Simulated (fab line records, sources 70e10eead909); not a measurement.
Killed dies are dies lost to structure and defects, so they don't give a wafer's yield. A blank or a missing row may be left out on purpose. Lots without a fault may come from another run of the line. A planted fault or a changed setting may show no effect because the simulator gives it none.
Which tool did it? | flow nand_harc | 15 lots, 42 wafers sampled, at 4 steps of a route of 1159

WHAT THE GAUGES READ, wafer by wafer
The record holds no reading of a measuring or inspecting step that can be judged against a usual standard deviation.

WHICH TOOL RAN EACH LOT (tool, then ch and the chambers of the sampled wafers, then the start)
lot  | NHARC_A_STAIRCASE_STRIP_205          | NHARC_A_STAIRCASE_TRIM_222                    | NHARC_A_STAIRCASE_TRIM_224                    | NHARC_A_STAIRCASE_TRIM_235
L475 | plasma_asher-01 ch 0,1, day 11 16:17 | rie_diel-03 ch 0,1, day 11 20:05 or earlier   | rie_diel-03 ch 0,1,2, day 11 20:05 or earlier | rie_diel-03 ch 0,1, day 11 20:05
L476 | plasma_asher-02 ch 0,1, day 11 19:18 | rie_diel-03 ch 1,2,3, day 12 00:49 or earlier | rie_diel-03 ch 1,2,3, day 12 00:49 or earlier | rie_diel-03 ch 1,2,3, day 12 00:49
L477 | plasma_asher-02 ch 0,1, day 11 19:39 | rie_diel-11 ch 1,2,3, day 11 23:11 or earlier | rie_diel-11 ch 1,2,3, day 11 23:11 or earlier | rie_diel-11 ch 0,1,3, day 11 23:11
L478 | plasma_asher-02 ch 0,1, day 12 01:09 | rie_diel-04 ch 0,2,3, day 12 05:05 or earlier | rie_diel-04 ch 0,2, day 12 05:05 or earlier   | rie_diel-04 ch 0,1,2, day 12 05:05
L480 | plasma_asher-01 ch 0,1, day 13 11:16 | rie_diel-04 ch 0,1,3, day 13 14:52 or earlier | rie_diel-04 ch 0,1, day 13 14:52 or earlier   | rie_diel-03 ch 1,2, day 13 14:52
L481 | plasma_asher-02 ch 0,1, day 13 11:23 | rie_diel-04 ch 0,3, day 13 15:07 or earlier   | rie_diel-04 ch 1,3, day 13 15:07 or earlier   | rie_diel-11 ch 0,1,3, day 13 15:07
L482 | plasma_asher-01 ch 0,1, day 13 14:18 | rie_diel-11 ch 1,2,3, day 13 17:31 or earlier | rie_diel-11 ch 0,1, day 13 17:31 or earlier   | rie_diel-04 ch 1,2,3, day 13 17:31
L485 | plasma_asher-01 ch 0,1, day 13 16:54 | rie_diel-03 ch 0,1,2, day 13 20:17 or earlier | rie_diel-03 ch 1,2,3, day 13 20:17 or earlier | rie_diel-11 ch 2,3, day 13 20:17
L486 | plasma_asher-01 ch 0,1, day 14 12:18 | rie_diel-04 ch 0,1,2, day 14 15:41 or earlier | rie_diel-04 ch 0,3, day 14 15:41 or earlier   | rie_diel-04 ch 1,3, day 14 15:41
L489 | plasma_asher-02 ch 0,1, day 15 10:25 | rie_diel-11 ch 1,2, day 15 14:08 or earlier   | rie_diel-11 ch 0,1, day 15 14:08 or earlier   | rie_diel-11 ch 1,3, day 15 14:08
L488 | plasma_asher-02 ch 0,1, day 15 14:26 | rie_diel-04 ch 0,2, day 15 19:58 or earlier   | rie_diel-04 ch 0,3, day 15 19:58 or earlier   | rie_diel-11 ch 2,3, day 15 19:58
L490 | plasma_asher-02 ch 0,1, day 15 18:05 | rie_diel-11 ch 1,3, day 15 21:46 or earlier   | rie_diel-11 ch 1,2, day 15 21:46 or earlier   | rie_diel-11 ch 0,1, day 15 21:46
L495 | plasma_asher-01 ch 0,1, day 16 03:31 | rie_diel-03 ch 0,2,3, day 16 07:01 or earlier | rie_diel-03 ch 0,1,3, day 16 07:01 or earlier | rie_diel-03 ch 1,2,3, day 16 07:01
L496 | plasma_asher-02 ch 1, day 16 12:05   | rie_diel-03 ch 2,3, day 16 15:38 or earlier   | rie_diel-03 ch 0,1,3, day 16 15:38 or earlier | rie_diel-03 ch 1,2,3, day 16 15:38
L497 | plasma_asher-02 ch 0,1, day 16 12:40 | rie_diel-03 ch 0,1, day 16 16:22 or earlier   | rie_diel-03 ch 1,2, day 16 16:22 or earlier   | rie_diel-04 ch 1,2, day 16 16:22
- NHARC_A_STAIRCASE_STRIP_205: strips in O2.
- NHARC_A_STAIRCASE_TRIM_222: chemistry O2, time 211.2 s.
- NHARC_A_STAIRCASE_TRIM_224: chemistry O2, time 211.2 s.
- NHARC_A_STAIRCASE_TRIM_235: chemistry O2, time 211.2 s.

WHAT THE TOOLS THEMSELVES READ (means of the sampled wafers that have a number; where no wafer has one, the mark that the record gives instead)
NHARC_A_STAIRCASE_STRIP_205.
lot  | tool            | drypump_motor_current_A (A) | heater_power_w (W)
L475 | plasma_asher-01 | 5.1                         | 309
L476 | plasma_asher-02 | 5.8                         | 340
L477 | plasma_asher-02 | 5.8                         | 346
L478 | plasma_asher-02 | 5.8                         | 345
L480 | plasma_asher-01 | 5.0                         | 315
L481 | plasma_asher-02 | 5.8                         | 339
L482 | plasma_asher-01 | 5.1                         | 319
L485 | plasma_asher-01 | 5.1                         | 320
L486 | plasma_asher-01 | 5.1                         | 317
L489 | plasma_asher-02 | 5.8                         | 336
L488 | plasma_asher-02 | 5.8                         | 346
L490 | plasma_asher-02 | 5.8                         | 350
L495 | plasma_asher-01 | 5.1                         | 290
L496 | plasma_asher-02 | 5.8                         | 328
L497 | plasma_asher-02 | 5.8                         | 343

NHARC_A_STAIRCASE_TRIM_222.
lot  | tool        | drypump_motor_current_A (A) | oes_product_au (a.u.) | rf_vpp_V (V) | showerhead_plenum_p_Torr (Torr) | throttle_valve_pct (%)
L475 | rie_diel-03 | 5.7                         | 0.999                 | 57.2         | 3.30                            | 17.038
L476 | rie_diel-03 | 6.5                         | 1.002                 | 56.8         | 3.52                            | 17.024
L477 | rie_diel-11 | 5.4                         | 0.999                 | 57.8         | 3.44                            | 17.046
L478 | rie_diel-04 | 5.8                         | 1.002                 | 58.0         | 3.53                            | 17.034
L480 | rie_diel-04 | 6.1                         | 1.003                 | 57.2         | 3.70                            | 17.038
L481 | rie_diel-04 | 6.0                         | 1.005                 | 58.4         | 3.67                            | 17.036
L482 | rie_diel-11 | 5.4                         | 0.995                 | 57.9         | 3.43                            | 17.031
L485 | rie_diel-03 | 6.2                         | 1.003                 | 57.5         | 3.37                            | 17.032
L486 | rie_diel-04 | 5.9                         | 1.000                 | 58.3         | 3.56                            | 17.043
L489 | rie_diel-11 | 5.5                         | 0.992                 | 58.3         | 3.50                            | 17.022
L488 | rie_diel-04 | 5.8                         | 1.009                 | 58.6         | 3.43                            | 17.044
L490 | rie_diel-11 | 5.5                         | 1.008                 | 58.1         | 3.33                            | 17.043
L495 | rie_diel-03 | 6.1                         | 1.007                 | 57.9         | 3.48                            | 17.037
L496 | rie_diel-03 | 6.5                         | 1.010                 | 58.1         | 3.62                            | 17.032
L497 | rie_diel-03 | 5.7                         | 0.996                 | 57.0         | 3.28                            | 17.033

NHARC_A_STAIRCASE_TRIM_224.
lot  | tool        | drypump_motor_current_A (A) | oes_product_au (a.u.) | rf_vpp_V (V) | showerhead_plenum_p_Torr (Torr) | throttle_valve_pct (%)
L475 | rie_diel-03 | 6.1                         | 1.006                 | 57.8         | 3.38                            | 17.038
L476 | rie_diel-03 | 6.5                         | 1.001                 | 58.6         | 3.52                            | 17.037
L477 | rie_diel-11 | 5.5                         | 1.006                 | 57.9         | 3.44                            | 17.035
L478 | rie_diel-04 | 5.7                         | 1.007                 | 58.2         | 3.40                            | 17.044
L480 | rie_diel-04 | 6.0                         | 1.010                 | 57.9         | 3.67                            | 17.034
L481 | rie_diel-04 | 6.2                         | 1.004                 | 58.1         | 3.77                            | 17.035
L482 | rie_diel-11 | 6.2                         | 1.004                 | 57.8         | 3.52                            | 17.037
L485 | rie_diel-03 | 6.5                         | 1.002                 | 57.3         | 3.51                            | 17.037
L486 | rie_diel-04 | 6.1                         | 1.004                 | 58.2         | 3.66                            | 17.036
L489 | rie_diel-11 | 6.0                         | 1.003                 | 57.5         | 3.48                            | 17.040
L488 | rie_diel-04 | 6.0                         | 0.999                 | 57.2         | 3.64                            | 17.038
L490 | rie_diel-11 | 5.5                         | 1.006                 | 58.0         | 3.50                            | 17.037
L495 | rie_diel-03 | 6.0                         | 0.996                 | 57.8         | 3.42                            | 17.037
L496 | rie_diel-03 | 6.0                         | 0.994                 | 58.4         | 3.42                            | 17.031
L497 | rie_diel-03 | 6.5                         | 0.993                 | 57.1         | 3.37                            | 17.040

NHARC_A_STAIRCASE_TRIM_235.
lot  | tool        | drypump_motor_current_A (A) | oes_product_au (a.u.) | rf_vpp_V (V) | showerhead_plenum_p_Torr (Torr) | throttle_valve_pct (%)
L475 | rie_diel-03 | 6.0                         | 1.002                 | 56.8         | 3.32                            | 17.032
L476 | rie_diel-03 | 6.5                         | 1.000                 | 57.2         | 3.52                            | 17.026
L477 | rie_diel-11 | 5.8                         | 0.993                 | 57.9         | 3.43                            | 17.041
L478 | rie_diel-04 | 5.9                         | 1.008                 | 58.3         | 3.39                            | 17.040
L480 | rie_diel-03 | 6.5                         | 1.002                 | 56.9         | 3.39                            | 17.037
L481 | rie_diel-11 | 5.8                         | 1.007                 | 58.0         | 3.42                            | 17.039
L482 | rie_diel-04 | 6.0                         | 0.994                 | 57.5         | 3.60                            | 17.039
L485 | rie_diel-11 | 5.4                         | 1.000                 | 58.4         | 3.51                            | 17.034
L486 | rie_diel-04 | 6.1                         | 1.008                 | 58.2         | 3.73                            | 17.030
L489 | rie_diel-11 | 5.5                         | 1.327                 | 57.5         | 3.33                            | 17.029
L488 | rie_diel-11 | 5.5                         | 1.317                 | 58.0         | 3.44                            | 17.044
L490 | rie_diel-11 | 6.0                         | 1.149                 | 57.7         | 3.48                            | 17.035
L495 | rie_diel-03 | 6.5                         | 1.003                 | 57.2         | 3.50                            | 17.037
L496 | rie_diel-03 | 6.5                         | 1.003                 | 57.8         | 3.49                            | 17.040
L497 | rie_diel-04 | 6.0                         | 1.002                 | 57.5         | 3.62                            | 17.040

THE ANSWER, worked out from the rows above alone
Rule: what is usual is taken from the lots themselves. Put in order of their means at a reading, lots are off if they are a third of the lots or fewer, leave a main group of 4 or more, and stand apart from it by a gap of 3 or more times the standard deviation of the main group's means; of several such gaps the widest counts. A main group whose means are all the same, to the digits that the tables above print for the reading, isn't used. A lot without any number at a reading at which 4 lots or more have one is off too. The other lots that the step has rows for count as sound. The gauges are gone through in route order, then the tools' own readings, and for those a lot's mean is taken as printed above. The first step at which some lot is off is used, and at that step the reading that is off furthest; a lot without a number counts as furthest.
Off: L489, L488, L490, at NHARC_A_STAIRCASE_TRIM_235 (oes_product_au). The main group: mean 1.002 a.u., standard deviation 0.0046.
A tool fits if, at that step or a process step before it, it ran every lot that is off, and no sound lot after the first of them. NHARC_A_STAIRCASE_TRIM_222 gives no start for some lots, so the hours and the order of its lots are those of NHARC_A_STAIRCASE_TRIM_235. NHARC_A_STAIRCASE_TRIM_224 gives no start for some lots, so the hours and the order of its lots are those of NHARC_A_STAIRCASE_TRIM_235. One fits: rie_diel-11 at NHARC_A_STAIRCASE_TRIM_235. Its last sound lot is L485 (day 13 20:17), its first lot that is off L489 (day 15 14:08): a fault that began between those two fits.
The tool's own readings at NHARC_A_STAIRCASE_TRIM_235 bear it out: on the lots that are off they differ by more than 5 times the standard deviation of the sound lots' means. oes_product_au reads 1.264 a.u. there against 1.002 a.u. on the sound lots.

WHAT THE SIMULATOR HAD PUT IN
Process parameter drift: rie_diel-11, from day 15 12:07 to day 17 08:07, at NHARC_A_STAIRCASE_TRIM_235. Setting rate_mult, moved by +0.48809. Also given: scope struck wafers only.
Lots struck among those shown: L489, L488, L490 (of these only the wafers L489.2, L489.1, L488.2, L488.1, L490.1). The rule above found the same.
